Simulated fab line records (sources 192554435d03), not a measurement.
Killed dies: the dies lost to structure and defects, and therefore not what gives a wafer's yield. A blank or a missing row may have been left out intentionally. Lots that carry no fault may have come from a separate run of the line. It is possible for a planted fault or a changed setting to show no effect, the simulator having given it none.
fab line records -- flow n5_finfet
record lots=8, wafers=22, last_day=17
route steps=1938 shown MOL_CONTACT_COAG@562 BEOL_M4@1111 PASSIVATION@1936
lots that met no fault: taken from a fault-free run of the same line
start_h: hours from the record's opening day to when the first of the lot's shown wafers began -- wait_h: hours since the lot's step before -- " unchanged from the row above -- L1.1+2: a single row standing in for several wafers -- - value missing, or start not given -- * or withheld: withheld -- < > ~ a bound
route shown NAME@n: names a module that has steps shown in the file, with the first one's number in the route -- usual: mean and standard deviation over wafers with no fault -- same: alike in all rows -- chamber/n: place in a boat -- sites: readings site by site -- _std_site: how widely they spread, as a standard deviation -- _edge_site: outer sites' mean less inner sites' -- radius_mm: how far each site lies from the wafer's centre -- mask NAME#n: copy n -- behind: tool/chamber where the wafer was last shaped -- hold: cause of the lot's hold/its duration in hours/its outcome -- device: the transistor (n, p or np) that didn't switch -- end of line: the tests these same wafers got at the end of their route -- a step with no rows: only its recipe -- killed: count of dies lost to structure and defects at first sort (not the wafer's yield) -- map: a wafer's dies, marking killed ones x, the rest . and places with no die _
set.NAME: the setting the step ran with; set.NAME@STEP: the setting that earlier step ran with -- model.NAME: the simulator's own value behind a step, which no gauge read
route steps across a sampled set of lots; one table per step, one row per wafer
services: from which hour (start_h, from the record's first day; less than 0 if before it) a tool's chamber was out of use, for how many hours, and why
## steps
# step N5_MOL_CONTACT_COAG_ALD_123
# recipe material=SiNx, target_thk_a=50, temp_c=400, ald_precursor_family=SiH2I2, ald_co_reactant=N2/H2-plasma, pulse_time_s=1, purge_time_s=2, co_reactant_purge_time_s=2, ald_cycles=100, pressure_torr=2
# usual heater_power_w=805/82, precursor_pulse_height_rel=0.999/0.019
# same pulse_time_s=1
lot.wafer,tool,chamber,start_h,wait_h,heater_power_w,precursor_pulse_height_rel
L572.2,ald_sin-04,1,96.79,0.2,828,0.997
L572.5,ald_sin-04,0,96.79,0.2,911,1.009
L572.6,ald_sin-04,1,96.79,0.2,790,0.994
L575.1,ald_sin-04,2,114.28,0.0,747,1.045
L575.3,ald_sin-04,1,114.28,0.0,810,0.964
L575.5,ald_sin-04,0,114.28,0.0,919,1.009
L576.1,ald_sin-03,3,126.80,0.0,691,0.991
L576.6,ald_sin-03,2,126.80,0.0,662,1.014
L578.1,ald_sin-02,3,132.42,0.3,823,0.987
L578.6,ald_sin-02,2,132.42,0.3,916,0.993
L589.4,ald_sin-02,3,199.40,0.8,779,1.012
L589.5,ald_sin-02,1,199.40,0.8,749,1.023
L589.6,ald_sin-02,2,199.40,0.8,859,1.016
L591.1,ald_sin-04,2,213.90,0.6,769,1.000
L591.4,ald_sin-04,1,213.90,0.6,806,0.985
L591.5,ald_sin-04,1,213.90,0.6,806,1.000
L593.1,ald_sin-02,2,227.75,0.0,855,1.015
L593.3,ald_sin-02,3,227.75,0.0,791,0.983
L593.4,ald_sin-02,0,227.75,0.0,787,1.002
L594.2,ald_sin-02,0,233.04,0.0,783,0.963
L594.3,ald_sin-02,1,233.04,0.0,732,1.009
L594.6,ald_sin-02,0,233.04,0.0,809,0.985
# step N5_MOL_CONTACT_COAG_DESCUM_88
# recipe chemistry=O2, time_s=7, source_power_w=50, bias_power_w=20, pressure_mtorr=20, rf_frequency_hz=2.712e+07, temp_c=40, resist=CAR-EUV, o2_flow_sccm=225
# usual drypump_motor_current_A=5.8/0.51, oes_product_au=0.80/0.086, rf_vpp_V=243.1/1.4, showerhead_plenum_p_Torr=2.10/0.069, throttle_valve_pct=20.46/0.26
lot.wafer,tool,chamber,start_h,wait_h,drypump_motor_current_A,oes_product_au,rf_hours_counter_h,rf_vpp_V,showerhead_plenum_p_Torr,throttle_valve_pct
L572.2,rie_diel-04,2,97.88,0.0,5.8,0.88,33,242.4,2.05,20.45
L572.5,rie_diel-04,3,97.88,0.0,6.0,0.91,-,245.5,2.23,20.28
L572.6,rie_diel-04,2,97.88,0.0,5.9,0.89,-,242.4,2.05,20.44
L575.1,rie_diel-04,2,115.25,0.0,5.8,0.87,42,242.5,2.05,20.45
L575.3,rie_diel-04,0,115.25,0.0,6.5,0.69,223,243.9,2.08,20.62
L575.5,rie_diel-04,2,115.25,0.0,5.8,0.87,-,243.3,2.05,20.46
L576.1,rie_diel-02,0,127.79,0.1,5.2,0.91,11,241.9,2.06,19.95
L576.6,rie_diel-02,1,127.79,0.1,5.5,0.71,-,243.8,2.17,20.62
L578.1,rie_diel-02,3,133.39,0.0,5.1,0.69,211,241.7,2.07,20.85
L578.6,rie_diel-02,1,133.39,0.0,5.5,0.72,-,243.0,2.17,20.62
L589.4,rie_diel-02,3,202.58,2.1,5.1,0.66,231,243.4,2.06,20.90
L589.5,rie_diel-02,2,202.58,2.1,6.5,0.82,-,242.8,2.10,20.53
L589.6,rie_diel-02,3,202.58,2.1,5.1,0.66,-,243.7,2.06,20.90
L591.1,rie_diel-04,2,215.44,0.5,5.9,0.82,86,242.2,2.03,20.53
L591.4,rie_diel-04,3,215.44,0.5,6.0,0.82,75,244.8,2.21,20.36
L591.5,rie_diel-04,3,215.44,0.5,6.0,0.82,-,243.8,2.21,20.34
L593.1,rie_diel-06,1,228.93,0.1,5.7,0.74,160,244.6,2.18,20.88
L593.3,rie_diel-06,3,228.93,0.1,4.9,0.78,111,244.4,2.10,20.53
L593.4,rie_diel-06,0,228.93,0.1,6.8,0.76,127,241.0,2.00,20.06
L594.2,rie_diel-04,1,234.09,0.1,5.9,0.91,23,241.9,2.05,20.33
L594.3,rie_diel-04,2,234.09,0.1,5.8,0.81,92,242.7,2.03,20.54
L594.6,rie_diel-04,1,234.09,0.1,6.0,0.91,-,243.3,2.05,20.33
# step N5_MOL_CONTACT_COAG_ETCH_90
# recipe chemistry=CF4, target=SiARC, target_depth_a=130, mask_material=CAR-EUV, time_s=21.7, ion_energy_ev=80, pressure_mtorr=40, source_w=545, bias_w=36, Ar_flow_sccm=100, cf4_flow_sccm=100, ends=cleared
# usual drypump_motor_current_A=5.8/0.52, etch_rf_on_time_s=21.7/0.4, oes_product_au=0.68/0.075, rf_vpp_V=184.1/1.1, showerhead_plenum_p_Torr=2.14/0.067, throttle_valve_pct=15.61/0.27
lot.wafer,tool,chamber,start_h,wait_h,drypump_motor_current_A,etch_rf_on_time_s,oes_product_au,rf_hours_counter_h,rf_vpp_V,showerhead_plenum_p_Torr,throttle_valve_pct
L572.2,rie_diel-04,2,97.93,0.0,5.8,21.4,0.76,33,183.8,2.09,15.50
L572.5,rie_diel-04,3,97.93,0.0,6.0,21.7,0.77,-,185.0,2.27,15.40
L572.6,rie_diel-04,2,97.93,0.0,5.9,21.3,0.76,-,183.6,2.09,15.49
L575.1,rie_diel-04,2,115.30,0.0,5.8,21.4,0.75,42,184.5,2.09,15.52
L575.3,rie_diel-04,0,115.30,0.0,6.5,21.7,0.60,223,183.4,2.12,15.83
L575.5,rie_diel-04,2,115.30,0.0,5.8,21.5,0.74,-,182.5,2.09,15.52
L576.1,rie_diel-02,0,127.85,0.0,5.2,21.0,0.80,11,183.7,2.10,15.04
L576.6,rie_diel-02,1,127.85,0.0,5.5,21.7,0.61,-,184.4,2.21,15.82
L578.1,rie_diel-02,3,133.44,0.0,5.1,22.7,0.57,211,182.4,2.12,16.08
L578.6,rie_diel-02,1,133.44,0.0,5.5,22.0,0.61,-,184.7,2.21,15.84
L589.4,rie_diel-02,3,202.63,0.0,5.1,22.5,0.56,231,183.5,2.11,16.10
L589.5,rie_diel-02,2,202.63,0.0,6.5,21.4,0.71,-,183.2,2.16,15.70
L589.6,rie_diel-02,3,202.63,0.0,5.1,22.8,0.56,-,184.6,2.11,16.12
L591.1,rie_diel-04,2,215.49,0.0,5.8,21.8,0.69,86,183.5,2.07,15.61
L591.4,rie_diel-04,3,215.49,0.0,6.0,21.4,0.70,75,185.8,2.26,15.50
L591.5,rie_diel-04,3,215.49,0.0,6.0,21.6,0.71,-,187.3,2.26,15.49
L593.1,rie_diel-06,1,228.98,0.0,5.7,21.8,0.63,160,185.6,2.22,15.94
L593.3,rie_diel-06,3,228.98,0.0,4.9,21.4,0.67,111,183.7,2.15,15.67
L593.4,rie_diel-06,0,228.98,0.0,6.8,22.1,0.65,127,182.9,2.07,15.40
L594.2,rie_diel-04,1,234.14,0.0,5.9,21.1,0.79,23,183.7,2.10,15.46
L594.3,rie_diel-04,2,234.14,0.0,5.8,21.3,0.69,92,181.8,2.07,15.62
L594.6,rie_diel-04,1,234.14,0.0,6.0,20.9,0.79,-,183.4,2.10,15.46
# step N5_MOL_CONTACT_COAG_VIA_ETCH_46
# recipe chemistry=C4F6/O2, target_depth_a=460, overetch_a=92, mask_material=SOC, target=SiO2, bias_w=455, pressure_mtorr=10, time_s=40, source_w=325, Ar_flow_sccm=300, C4F6_flow_sccm=10, O2_flow_sccm=10, ion_energy_ev=575.3, ends=end_point
# usual drypump_motor_current_A=5.8/0.55, oes_f_703_au=0.78/0.076, oes_product_au=0.70/0.065, rf_vpp_V=1596/13, showerhead_plenum_p_Torr=2.84/0.089, throttle_valve_pct=40.9/0.37
lot.wafer,tool,chamber,start_h,wait_h,drypump_motor_current_A,oes_f_703_au,oes_product_au,rf_hours_counter_h,rf_vpp_V,showerhead_plenum_p_Torr,throttle_valve_pct
L572.2,rie_diel-04,1,98.56,0.0,5.9,0.69,0.61,240,1583,2.79,40.7
L572.5,rie_diel-04,1,98.56,0.0,5.9,0.70,0.62,-,1583,2.79,40.8
L572.6,rie_diel-04,2,98.56,0.0,5.9,0.87,0.79,-,1604,2.78,41.1
L575.1,rie_diel-04,0,115.72,0.0,6.5,0.70,0.62,223,1581,2.82,41.1
L575.3,rie_diel-04,3,115.72,0.0,6.0,0.87,0.78,31,1613,3.01,40.8
L575.5,rie_diel-04,3,115.72,0.0,6.0,0.87,0.79,-,1614,3.01,40.8
L576.1,rie_diel-04,2,128.26,0.0,5.8,0.85,0.72,48,1606,2.77,41.0
L576.6,rie_diel-04,3,128.26,0.0,6.0,0.86,0.79,-,1613,3.00,40.8
L578.1,rie_diel-04,1,133.86,0.0,6.0,0.69,0.56,246,1585,2.79,40.7
L578.6,rie_diel-04,2,133.86,0.0,5.9,0.84,0.76,-,1605,2.77,41.1
L589.4,rie_diel-06,1,203.14,0.0,5.7,0.74,0.66,151,1605,2.95,41.3
L589.5,rie_diel-06,3,203.14,0.0,5.0,0.79,0.71,-,1608,2.86,41.3
L589.6,rie_diel-06,2,203.14,0.0,6.0,0.71,0.64,-,1598,2.72,40.5
L591.1,rie_diel-02,3,215.91,0.0,5.1,0.65,0.60,237,1572,2.80,41.2
L591.4,rie_diel-02,1,215.91,0.0,5.5,0.69,0.62,222,1595,2.92,41.0
L591.5,rie_diel-02,1,215.91,0.0,5.5,0.70,0.63,-,1594,2.92,41.0
L593.1,rie_diel-02,0,229.40,0.0,5.2,0.86,0.76,43,1577,2.77,40.5
L593.3,rie_diel-02,2,229.40,0.0,6.5,0.81,0.73,100,1594,2.86,41.0
L593.4,rie_diel-02,3,229.40,0.0,5.1,0.64,0.60,242,1572,2.80,41.3
L594.2,rie_diel-06,2,234.60,0.0,5.9,0.71,0.64,179,1598,2.72,40.5
L594.3,rie_diel-06,1,234.60,0.0,5.7,0.73,0.65,163,1606,2.94,41.3
L594.6,rie_diel-06,2,234.60,0.0,5.9,0.70,0.64,-,1598,2.72,40.5
# step N5_MOL_CONTACT_COAG_ETCH_47
# recipe chemistry=CH3F/O2, target=SiNx, target_depth_a=270, mask_material=SiO2, stop_on=W, over_etch_frac=0.2, ion_energy_ev=120, endpoint=OES-CN, pressure_mtorr=30, source_w=395, bias_w=73, Ar_flow_sccm=150, CH3F_flow_sccm=30, O2_flow_sccm=20, ends=end_point
# usual drypump_motor_current_A=5.8/0.55, etch_rf_on_time_s=31.1/0.49, oes_f_703_au=0.77/0.074, oes_product_au=0.70/0.07, rf_vpp_V=299.2/2.7, showerhead_plenum_p_Torr=2.00/0.065, throttle_valve_pct=16.37/0.27
lot.wafer,tool,chamber,start_h,wait_h,drypump_motor_current_A,etch_rf_on_time_s,oes_f_703_au,oes_product_au,rf_hours_counter_h,rf_vpp_V,showerhead_plenum_p_Torr,throttle_valve_pct
L572.2,rie_diel-04,1,98.66,0.0,5.9,31.2,0.69,0.61,240,296.9,1.97,16.59
L572.5,rie_diel-04,1,98.66,0.0,5.9,31.6,0.70,0.61,-,296.5,1.97,16.60
L572.6,rie_diel-04,2,98.66,0.0,5.9,30.8,0.87,0.79,-,300.6,1.95,16.28
L575.1,rie_diel-04,0,115.82,0.0,6.5,31.1,0.70,0.62,223,297.3,1.98,16.56
L575.3,rie_diel-04,3,115.82,0.0,6.0,30.4,0.87,0.79,31,303.0,2.12,16.15
L575.5,rie_diel-04,3,115.82,0.0,6.0,30.3,0.85,0.80,-,302.3,2.12,16.13
L576.1,rie_diel-04,2,128.37,0.0,5.8,30.5,0.86,0.36,48,301.2,1.95,16.27
L576.6,rie_diel-04,3,128.37,0.0,6.0,30.6,0.85,0.78,-,302.5,2.12,16.14
L578.1,rie_diel-04,1,133.96,0.0,5.9,31.6,0.69,0.27,246,297.7,1.96,16.56
L578.6,rie_diel-04,2,133.96,0.0,5.9,31.1,0.84,0.76,-,301.5,1.95,16.31
L589.4,rie_diel-06,1,203.25,0.0,5.7,31.2,0.73,0.66,151,301.7,2.08,16.68
L589.5,rie_diel-06,3,203.25,0.0,4.9,31.0,0.79,0.70,-,300.7,2.01,16.40
L589.6,rie_diel-06,2,203.25,0.0,5.9,31.5,0.70,0.64,-,299.5,1.92,16.24
L591.1,rie_diel-02,3,216.01,0.0,5.1,31.9,0.65,0.58,237,295.7,1.97,16.88
L591.4,rie_diel-02,1,216.01,0.0,5.5,31.3,0.69,0.62,222,298.8,2.06,16.60
L591.5,rie_diel-02,1,216.01,0.0,5.5,31.3,0.70,0.63,-,298.3,2.06,16.60
L593.1,rie_diel-02,0,229.51,0.0,5.2,31.0,0.85,0.76,43,295.1,1.95,15.86
L593.3,rie_diel-02,2,229.51,0.0,6.5,31.2,0.82,0.73,100,300.1,2.02,16.50
L593.4,rie_diel-02,3,229.51,0.0,5.1,32.3,0.65,0.59,242,292.8,1.97,16.89
L594.2,rie_diel-06,2,234.71,0.0,5.9,31.3,0.71,0.63,179,299.7,1.91,16.28
L594.3,rie_diel-06,1,234.71,0.0,5.7,31.1,0.72,0.65,163,301.7,2.08,16.72
L594.6,rie_diel-06,2,234.71,0.0,5.9,31.9,0.70,0.63,-,299.0,1.91,16.27
# step N5_BEOL_M4_RC_MEAS_101
# usual DIBL_N=36.3/1, DIBL_P=36.2/1.4, IOFF_N=0.157/0.021, IOFF_P=0.206/0.025, ION_N=673/9, ION_P=461/6.4, SS_N=71.5/0.5, SS_P=73.2/0.47, VT_N=249.9/2.4, VT_P=-250.6/2.9
lot.wafer,tool,chamber,start_h,wait_h,DIBL_N[mV/V],DIBL_P[mV/V],IOFF_N[nA/um],IOFF_P[nA/um],ION_N[uA/um],ION_P[uA/um],SS_N[mV/dec],SS_P[mV/dec],VT_N[mV],VT_P[mV]
L572.2,prober-01,0,168.26,0.2,35.0,35.5,0.131,0.174,674,456,71.2,72.7,252.7,-254.4
L572.5,prober-01,0,168.26,0.2,35.3,34.7,0.128,0.170,664,452,71.7,73.0,252.4,-255.1
L572.6,prober-01,0,168.26,0.2,35.6,35.7,0.131,0.179,665,456,70.8,72.5,254.0,-254.1
L575.1,prober-02,0,173.09,0.0,36.7,35.9,0.175,0.204,683,460,71.6,73.8,249.0,-251.3
L575.3,prober-02,0,173.09,0.0,34.9,34.3,0.153,0.182,679,466,71.4,73.2,250.8,-252.4
L575.5,prober-02,0,173.09,0.0,36.6,36.5,0.190,0.208,689,462,71.7,74.1,248.7,-253.0
L578.6,prober-01,0,202.32,0.8,38.3,37.6,0.181,0.226,686,469,71.5,73.5,250.7,-250.6
L576.6,prober-01,0,204.00,0.8,36.6,37.1,0.158,0.216,679,464,71.9,72.9,248.5,-251.5
L589.4,prober-02,0,268.79,0.5,35.6,35.9,0.151,0.179,665,455,70.6,73.3,248.0,-254.9
L589.5,prober-02,0,268.79,0.5,36.8,37.1,0.173,0.206,666,455,71.6,72.8,250.0,-251.5
L589.6,prober-02,0,268.79,0.5,36.5,37.8,0.172,0.214,678,463,71.6,73.4,248.5,-252.5
L591.1,prober-02,0,281.11,0.0,37.5,35.7,0.148,0.179,665,448,71.8,73.4,251.7,-255.2
L591.4,prober-02,0,281.11,0.0,35.4,34.3,0.120,0.157,667,455,70.2,72.9,252.6,-255.0
L591.5,prober-02,0,281.11,0.0,35.9,34.6,0.132,0.162,660,455,72.1,72.3,252.5,-255.7
L593.1,prober-01,0,289.16,0.0,35.8,34.6,0.141,0.206,679,470,71.0,73.2,250.3,-247.9
L593.3,prober-01,0,289.16,0.0,36.5,34.8,0.147,0.210,665,463,71.5,72.5,248.9,-246.2
L593.4,prober-01,0,289.16,0.0,35.6,34.3,0.142,0.208,681,472,71.0,72.6,250.8,-247.9
L594.2,prober-02,0,301.82,0.2,37.8,38.4,0.180,0.230,674,462,71.7,74.2,248.4,-251.4
L594.3,prober-02,0,301.82,0.2,35.6,35.6,0.145,0.187,664,457,72.1,72.9,251.5,-251.2
L594.6,prober-02,0,301.82,0.2,33.4,32.3,0.106,0.148,663,455,70.7,72.3,255.4,-255.0
# step N5_PASSIVATION_PROBE_49
# usual defect_limited_yield=91.1/1.3, killed_at_M0_to_M3=36/10, killed_at_M4_up=14/4.4, killed_at_contacts=14/5.7, killed_at_front_end=39/9.4, killed_at_other=2.9/2.6, killed_dies=105/15, killed_on_rim=14/3.5, killed_open=70/12, killed_short=34/7.1, sort_bin_5_function=5.3/0.77, sort_bin_6_memory=3.3/0.66, sort_n_pass=1075/15, sort_yield_pct=91.1/1.3
# same gross_dies=1180, killed_at_back_side=0, sort_bin_4_leakage[%]=0, sort_bin_8_speed[%]=0
lot.wafer,tool,chamber,start_h,wait_h,defect_limited_yield[%],killed_at_M0_to_M3,killed_at_M4_up,killed_at_contacts,killed_at_front_end,killed_at_other,killed_dies,killed_on_rim,killed_open,killed_short,sort_bin_5_function[%],sort_bin_6_memory[%],sort_n_pass,sort_yield_pct[%]
L576.1,prober-01,-,298.49,0.0,5.3,34,12,1017,54,0,1117,132,72,37,90.8,3.3,63,5.3
L576.6,prober-01,-,298.74,0.3,89.0,50,22,12,42,4,130,20,89,38,6.7,3.9,1050,89.0
L578.1,prober-02,-,303.57,0.0,2.9,62,12,1035,33,4,1146,140,81,45,92.1,4.6,34,2.9
L578.6,prober-02,-,303.82,0.3,90.8,50,11,19,26,3,109,6,66,42,5.4,3.7,1071,90.8
# killed by level:class
L576.1 MOL_CONTACT_COAG:area_etch=1008 STI_FIN_REVEAL:geometric_particle:open=17 FIN_SAQP:geometric_particle:open=14 BEOL_M0_SAQP:geometric_particle:short=8 MOL_CONTACT_COAG:geometric_particle:open=7 BEOL_M3:geometric_particle:open=6 BEOL_M0_SAQP:geometric_particle:open=5 BEOL_M1:geometric_particle:open=5
L576.6 FIN_SAQP:geometric_particle:open=17 MOL_CONTACT_COAG:geometric_particle:open=10 BEOL_M0_SAQP:geometric_particle:short=9 BEOL_M4:geometric_particle:open=9 BEOL_M3:geometric_particle:open=8 DUMMY_GATE:geometric_particle:open=7 BEOL_M1:geometric_particle:open=7 STI_FIN_REVEAL:geometric_particle:open=6
L578.1 MOL_CONTACT_COAG:area_etch=1019 BEOL_M0_SAQP:geometric_particle:open=20 BEOL_M0_SAQP:geometric_particle:short=19 MOL_CONTACT_COAG:geometric_particle:open=15 BEOL_M2:geometric_particle:open=10 FIN_SAQP:geometric_particle:short=7 STI_FIN_REVEAL:geometric_particle:open=6 FIN_SAQP:geometric_particle:open=5
L578.6 BEOL_M0_SAQP:geometric_particle:short=19 MOL_CONTACT_COAG:geometric_particle:open=12 STI_FIN_REVEAL:geometric_particle:open=8 BEOL_M2:geometric_particle:open=8 MOL_CONTACT_COAG:geometric_particle:short=7 BEOL_M0_SAQP:geometric_particle:open=7 BEOL_M1:geometric_particle:open=6 BEOL_M4:geometric_particle:open=6
## services
tool,chamber,start_h,hours,kind
ald_sin-02,2,72.87,-,calibration
ald_sin-02,3,85.14,14.9,repair
rie_diel-02,0,85.26,-,clean
rie_diel-02,0,85.26,-,consumable_replace:focus_ring
rie_diel-02,0,85.26,18.9,scheduled_down
rie_diel-02,0,85.26,18.9,vent_cycle
ald_sin-04,1,90.16,5.2,repair
rie_diel-04,0,96.47,9.4,repair
rie_diel-04,1,108.49,18.2,repair
ald_sin-04,-,139.20,1.7,repair
rie_diel-04,1,151.30,-,clean
rie_diel-04,1,151.30,-,consumable_replace:focus_ring
rie_diel-04,1,151.30,20.6,scheduled_down
rie_diel-04,1,151.30,20.6,vent_cycle
rie_diel-06,2,154.30,2.7,repair
ald_sin-02,-,177.74,14.0,pm
rie_diel-02,-,187.98,14.6,pm
rie_diel-04,0,191.11,-,clean
rie_diel-04,0,191.11,-,consumable_replace:focus_ring
rie_diel-04,0,191.11,17.0,scheduled_down
rie_diel-04,0,191.11,17.0,vent_cycle
rie_diel-04,1,209.25,5.5,repair
ald_sin-02,2,229.60,3.7,repair
rie_diel-04,0,234.06,1.5,repair
## key
first_sign step=N5_MOL_CONTACT_COAG_ETCH_47, reading=oes_product_au, direction=down, sigmas=5.5, usual=0.70, struck=0.31
effect step=N5_PASSIVATION_PROBE_49, reading=killed_at_contacts, direction=up, sigmas=99+, usual=14, struck=1026
more_kills_born_at N5_MOL_CONTACT_COAG_VIA_ETCH_46@rie_diel-04=2027
met_at N5_MOL_CONTACT_COAG_VIA_ETCH_46
struck_lots L576,L578
struck_wafers L576.1,L578.1
later_rows_left_out L576.1,L578.1
not_acting_at N5_MOL_CONTACT_COAG_ALD_123,N5_MOL_CONTACT_COAG_DESCUM_88,N5_MOL_CONTACT_COAG_ETCH_90
onset_between 115.72 128.26
fault kind=process_parameter_drift, tool=rie_diel-04, chamber=-, onset_h=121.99, steps=N5_MOL_CONTACT_COAG_VIA_ETCH_46, channel=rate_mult, offset=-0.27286, shape=step, end_h=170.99, scope=struck_wafers_only
# later_rows_left_out: the simulator's readings of these wafers behind a module that went badly wrong aren't trusted and aren't shown, but for the sort
